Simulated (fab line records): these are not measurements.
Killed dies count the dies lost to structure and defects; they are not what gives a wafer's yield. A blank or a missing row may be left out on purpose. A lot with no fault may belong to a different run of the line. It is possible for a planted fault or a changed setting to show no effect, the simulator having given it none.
Which tool is to blame? + flow n5Finfet + 9 lots, 26 wafers sampled, at 5 steps of a route of 1938

## WHAT THE GAUGES READ, wafer by wafer
N5_BEOL_M4_RC_MEAS_101. Usual: DIBL_N 36.4 mV/V, standard deviation 1.3; DIBL_P 36.5 mV/V, standard deviation 1.7; IOFF_N 0.154 nA/um, standard deviation 0.022; IOFF_P 0.202 nA/um, standard deviation 0.025; ION_N 671 uA/um, standard deviation 9.8; ION_P 460 uA/um, standard deviation 6.8; SS_N 71.6 mV/dec, standard deviation 0.54; SS_P 73.4 mV/dec, standard deviation 0.58; VT_N 250.9 mV, standard deviation 2.8; VT_P -251.4 mV, standard deviation 2.7.
| lot  | measured     | on        | DIBL_N (mV/V)  | DIBL_P (mV/V)  | IOFF_N (nA/um)    | IOFF_P (nA/um)    | ION_N (uA/um) | ION_P (uA/um) | SS_N (mV/dec)  | SS_P (mV/dec)  | VT_N (mV)         | VT_P (mV)            | flag |
|------|--------------|-----------|----------------|----------------|-------------------|-------------------|---------------|---------------|----------------|----------------|-------------------|----------------------|------|
| L903 | day 7 23:53  | prober-01 | 39.0 39.4 40.5 | 37.2 37.7 39.9 | 0.176 0.183 0.224 | 0.213 0.222 0.259 | 686 683 697   | 469 461 477   | 73.3 72.5 72.8 | 74.2 74.1 74.2 | 247.0 247.6 244.5 | -251.2 -249.5 -250.8 |      |
| L904 | day 8 04:26  | prober-02 | 37.2 34.8 37.4 | 35.9 33.7 36.4 | 0.159 0.124 0.168 | 0.181 0.161 0.194 | 682 668 674   | 449 458 452   | 73.0 71.3 72.1 | 73.1 73.1 72.9 | 252.0 255.4 250.2 | -252.2 -252.7 -252.2 |      |
| L908 | day 9 02:28  | prober-02 | 36.6 36.0 35.3 | 37.2 36.3 35.5 | 0.147 0.145 0.134 | 0.204 0.201 0.183 | 679 694 665   | 463 469 460   | 72.0 71.6 71.7 | 73.4 72.9 73.3 | 249.0 250.9 251.9 | -249.7 -250.8 -252.3 |      |
| L914 | day 10 12:47 | prober-02 | 37.1 36.3      | 37.8 37.2      | 0.162 0.152       | 0.208 0.200       | 674 668       | 457 459       | 71.9 71.6      | 73.6 73.6      | 248.3 250.8       | -252.8 -250.2        |      |
| L917 | day 11 21:34 | prober-02 | 35.3 36.9 35.7 | 35.9 37.8 35.5 | 0.150 0.181 0.150 | 0.196 0.220 0.189 | 689 689 674   | 471 467 462   | 71.5 72.5 71.9 | 73.8 73.8 73.2 | 247.1 248.2 249.2 | -252.5 -249.6 -251.8 |      |
| L921 | day 12 06:35 | prober-02 | 38.0 37.6 37.0 | 37.3 37.1 36.4 | 0.181 0.163 0.157 | 0.232 0.225 0.221 | 661 672 671   | 451 461 463   | 72.6 72.0 71.7 | 73.1 73.5 73.4 | 249.9 252.3 250.5 | -248.6 -251.1 -250.3 |      |
| L923 | day 13 07:52 | prober-01 | 37.1 37.6 37.2 | 35.6 37.3 37.7 | 0.163 0.188 0.193 | 0.198 0.241 0.248 | 661 676 687   | 449 463 469   | 71.9 71.9 71.4 | 73.7 74.4 73.6 | 250.8 244.2 246.1 | -252.9 -245.9 -245.7 |      |
| L925 | day 13 22:59 | prober-01 | 34.7 35.0 35.2 | 34.7 35.3 36.0 | 0.130 0.134 0.145 | 0.191 0.199 0.215 | 662 679 672   | 459 466 464   | 71.6 70.6 71.2 | 72.5 72.7 72.4 | 253.3 251.0 250.8 | -251.2 -248.1 -249.1 |      |
| L926 | day 13 17:35 | prober-01 | 36.1 37.4 37.3 | 37.4 38.9 38.9 | 0.157 0.189 0.187 | 0.192 0.220 0.211 | 677 685 669   | 453 465 455   | 71.5 71.6 71.8 | 73.3 74.2 73.7 | 247.4 245.6 248.7 | -252.0 -250.3 -251.6 |      |

## EACH LOT AND THE TOOL THAT RAN IT (in order: tool; ch and the chambers of the sampled wafers; start)
| lot  | N5_FIN_SAQP_MANDREL1_REMOVE_56 | N5_FIN_SAQP_ETCH_65            | N5_FIN_SAQP_ETCH_69              | N5_FIN_SAQP_STRIP_70             |
|------|--------------------------------|--------------------------------|----------------------------------|----------------------------------|
| L903 | rieSi-05 ch 1,2,3, day 1 23:40 | rieSi-03 ch 1,2, day 1 23:56   | rieDiel-06 ch 0,1,2, day 2 00:29 | rieDiel-06 ch 0,1,2, day 2 00:35 |
| L904 | rieSi-03 ch 2,3, day 2 09:02   | rieSi-01 ch 0,2, day 2 09:17   | rieDiel-06 ch 0,1,3, day 2 09:52 | rieDiel-06 ch 0,1,3, day 2 09:58 |
| L908 | rieSi-01 ch 0,2,3, day 3 05:53 | rieSi-03 ch 1,2, day 3 06:16   | rieDiel-06 ch 0,2,3, day 3 06:50 | rieDiel-06 ch 0,2,3, day 3 06:56 |
| L914 | rieSi-01 ch 0,2, day 4 20:58   | rieSi-05 ch 2,3, day 4 21:14   | rieDiel-05 ch 1,3, day 4 21:47   | rieDiel-05 ch 1,3, day 4 21:53   |
| L917 | rieSi-05 ch 2,3, day 5 13:44   | rieSi-01 ch 0,2, day 5 14:01   | rieDiel-02 ch 0,2,3, day 5 14:41 | rieDiel-02 ch 0,2,3, day 5 14:47 |
| L921 | rieSi-05 ch 1,3, day 6 12:15   | rieSi-01 ch 0,1,2, day 6 12:31 | rieDiel-02 ch 0,3, day 6 13:04   | rieDiel-02 ch 0,3, day 6 13:10   |
| L923 | rieSi-01 ch 0,3, day 7 01:39   | rieSi-03 ch 0,2,3, day 7 02:00 | rieDiel-02 ch 1,2,3, day 7 02:34 | rieDiel-02 ch 1,2,3, day 7 02:40 |
| L925 | rieSi-03 ch 1,2,3, day 7 12:05 | rieSi-03 ch 1,3, day 7 12:22   | rieDiel-05 ch 0,1, day 7 12:55   | rieDiel-05 ch 0,1, day 7 13:01   |
| L926 | rieSi-01 ch 0,2,3, day 7 18:44 | rieSi-03 ch 0,1,3, day 7 19:01 | rieDiel-06 ch 0,1,2, day 7 19:38 | rieDiel-06 ch 0,1,2, day 7 19:44 |
- N5_FIN_SAQP_MANDREL1_REMOVE_56: chemistry HBr/Cl2/O2, target a-Si, stops on SiNx, bt time 10 s.
- N5_FIN_SAQP_ETCH_65: etches SiO2 in CF4, target depth 4 nm, time 4.4 s.
- N5_FIN_SAQP_ETCH_69: etches SOC in N2/H2, stops on SiNx, target depth 150 nm.
- N5_FIN_SAQP_STRIP_70: strips in N2/H2.

## WHAT THE TOOLS THEMSELVES READ (means of the sampled wafers that have a number; where no wafer has one, the mark that the record gives instead)
N5_FIN_SAQP_MANDREL1_REMOVE_56. Usual: drypumpMotorCurrentA 5.7 A, standard deviation 0.62; mfcCl2Sccm 79.99 sccm, standard deviation 0.24; oesProductAu 0.996 a.u., standard deviation 0.016; throttleValvePct 36.72 %, standard deviation 0.18.
| lot  | tool     | drypumpMotorCurrentA (A) | mfcCl2Sccm (sccm) | oesProductAu (a.u.) | throttleValvePct (%) | flag |
|------|----------|--------------------------|-------------------|---------------------|----------------------|------|
| L903 | rieSi-05 | 5.5                      | 80.14             | 0.992               | 36.52                |      |
| L904 | rieSi-03 | 5.0                      | 80.16             | 1.001               | 36.54                |      |
| L908 | rieSi-01 | 6.2                      | 79.99             | 1.000               | 36.85                |      |
| L914 | rieSi-01 | 6.2                      | 80.12             | 1.000               | 36.86                |      |
| L917 | rieSi-05 | 5.4                      | 80.08             | 1.000               | 36.54                |      |
| L921 | rieSi-05 | 5.2                      | 79.99             | 1.004               | 36.44                |      |
| L923 | rieSi-01 | 6.3                      | 79.88             | 1.000               | 36.85                |      |
| L925 | rieSi-03 | 5.5                      | 80.09             | 0.985               | 36.57                |      |
| L926 | rieSi-01 | 6.3                      | 79.85             | 0.998               | 36.86                |      |

N5_FIN_SAQP_ETCH_65. Usual: drypumpMotorCurrentA 5.6 A, standard deviation 0.53; oesProductAu 0.997 a.u., standard deviation 0.014; throttleValvePct 21.71 %, standard deviation 0.2.
| lot  | tool     | drypumpMotorCurrentA (A) | oesProductAu (a.u.) | throttleValvePct (%) | flag |
|------|----------|--------------------------|---------------------|----------------------|------|
| L903 | rieSi-03 | 5.9                      | 0.995               | 21.65                |      |
| L904 | rieSi-01 | 6.1                      | 0.990               | 21.86                |      |
| L908 | rieSi-03 | 5.6                      | 0.991               | 21.67                |      |
| L914 | rieSi-05 | 5.6                      | 0.883               | 21.57                | OFF  |
| L917 | rieSi-01 | 6.3                      | 1.004               | 21.90                |      |
| L921 | rieSi-01 | 5.7                      | 0.992               | 21.91                |      |
| L923 | rieSi-03 | 5.2                      | 0.992               | 21.81                |      |
| L925 | rieSi-03 | 5.8                      | 0.997               | 21.65                |      |
| L926 | rieSi-03 | 5.5                      | 1.005               | 21.79                |      |

N5_FIN_SAQP_ETCH_69. Usual: drypumpMotorCurrentA 5.8 A, standard deviation 0.37; oesProductAu 0.75 a.u., standard deviation 0.075; rfVppV 240.4 V, standard deviation 1.2; showerheadPlenumPTorr 2.51 Torr, standard deviation 0.063; throttleValvePct 17.90 %, standard deviation 0.23.
| lot  | tool       | drypumpMotorCurrentA (A) | oesProductAu (a.u.) | rfVppV (V) | showerheadPlenumPTorr (Torr) | throttleValvePct (%) | flag |
|------|------------|--------------------------|---------------------|------------|------------------------------|----------------------|------|
| L903 | rieDiel-06 | 5.9                      | 0.72                | 240.0      | 2.53                         | 17.92                |      |
| L904 | rieDiel-06 | 6.0                      | 0.75                | 240.8      | 2.51                         | 17.99                |      |
| L908 | rieDiel-06 | 6.0                      | 0.72                | 240.4      | 2.48                         | 17.84                |      |
| L914 | rieDiel-05 | 5.4                      | 0.70                | 239.5      | 2.51                         | 17.94                |      |
| L917 | rieDiel-02 | 6.0                      | 0.73                | 240.5      | 2.50                         | 18.16                |      |
| L921 | rieDiel-02 | 6.0                      | 0.71                | 239.0      | 2.42                         | 18.10                |      |
| L923 | rieDiel-02 | 5.8                      | 0.73                | 240.3      | 2.50                         | 18.11                |      |
| L925 | rieDiel-05 | 5.4                      | 0.88                | 239.9      | 2.49                         | 17.65                |      |
| L926 | rieDiel-06 | 5.9                      | 0.88                | 239.8      | 2.51                         | 17.70                |      |

N5_FIN_SAQP_STRIP_70. Usual: biasPowerW 28.02 W, standard deviation 0.083; drypumpMotorCurrentA 5.8 A, standard deviation 0.36; oesProductAu 0.76 a.u., standard deviation 0.078; rfVppV 121.6 V, standard deviation 0.91; showerheadPlenumPTorr 3.32 Torr, standard deviation 0.08; throttleValvePct 19.0 %, standard deviation 0.32.
| lot  | tool       | biasPowerW (W) | drypumpMotorCurrentA (A) | oesProductAu (a.u.) | rfVppV (V) | showerheadPlenumPTorr (Torr) | throttleValvePct (%) | flag |
|------|------------|----------------|--------------------------|---------------------|------------|------------------------------|----------------------|------|
| L903 | rieDiel-06 | 28.04          | 5.9                      | 0.74                | 121.4      | 3.34                         | 19.1                 |      |
| L904 | rieDiel-06 | 28.08          | 6.0                      | 0.76                | 121.2      | 3.32                         | 19.2                 |      |
| L908 | rieDiel-06 | 27.95          | 6.0                      | 0.72                | 121.1      | 3.29                         | 18.8                 |      |
| L914 | rieDiel-05 | 28.01          | 5.4                      | 0.71                | 121.5      | 3.33                         | 19.1                 |      |
| L917 | rieDiel-02 | 28.12          | 6.1                      | 0.74                | 121.8      | 3.30                         | 19.2                 |      |
| L921 | rieDiel-02 | 28.05          | 6.0                      | 0.72                | 121.5      | 3.20                         | 19.2                 |      |
| L923 | rieDiel-02 | 27.90          | 5.8                      | 0.74                | 121.8      | 3.31                         | 19.1                 |      |
| L925 | rieDiel-05 | 28.02          | 5.5                      | 0.90                | 121.3      | 3.29                         | 18.7                 |      |
| L926 | rieDiel-06 | 28.04          | 5.9                      | 0.89                | 120.8      | 3.32                         | 18.8                 |      |

## THE ANSWER, worked out from the rows above alone
Rule: take the mean of a lot's wafers that have a number; if it is more than 3 standard deviations from the usual mean, the lot is off. Also off: a lot with no number at a reading for which 4 or more lots have one. All remaining lots with rows at the step are treated as sound. After the gauges, taken in route order, come the tools' own readings; for these a lot's mean is taken, as printed above. At the first step where some lot is off, the reading lying furthest off is the one used; lots without a number count as furthest.
Off, at N5_FIN_SAQP_ETCH_65 on oesProductAu: L914.
If a tool, at that step or one of the process steps before it, ran each lot that is off and ran no sound lot following the first of them, it fits. One candidate fits, namely rieSi-05 at N5_FIN_SAQP_ETCH_65. It ran no sound lot before its first lot that is off in this sample, so the start can't be narrowed down.
The tool's own readings at N5_FIN_SAQP_ETCH_65 bear it out: on the lots that are off they differ by more than 5 times the standard deviation of the sound lots' means. oesProductAu reads 0.883 a.u. there against 0.996 a.u. on the sound lots.

## WHAT WAS PUT IN BY THE SIMULATOR
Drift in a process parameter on rieSi-05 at N5_FIN_SAQP_ETCH_65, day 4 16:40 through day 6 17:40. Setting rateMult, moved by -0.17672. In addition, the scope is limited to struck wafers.
Lots struck among those shown: L914. This agrees with what the rule above found.
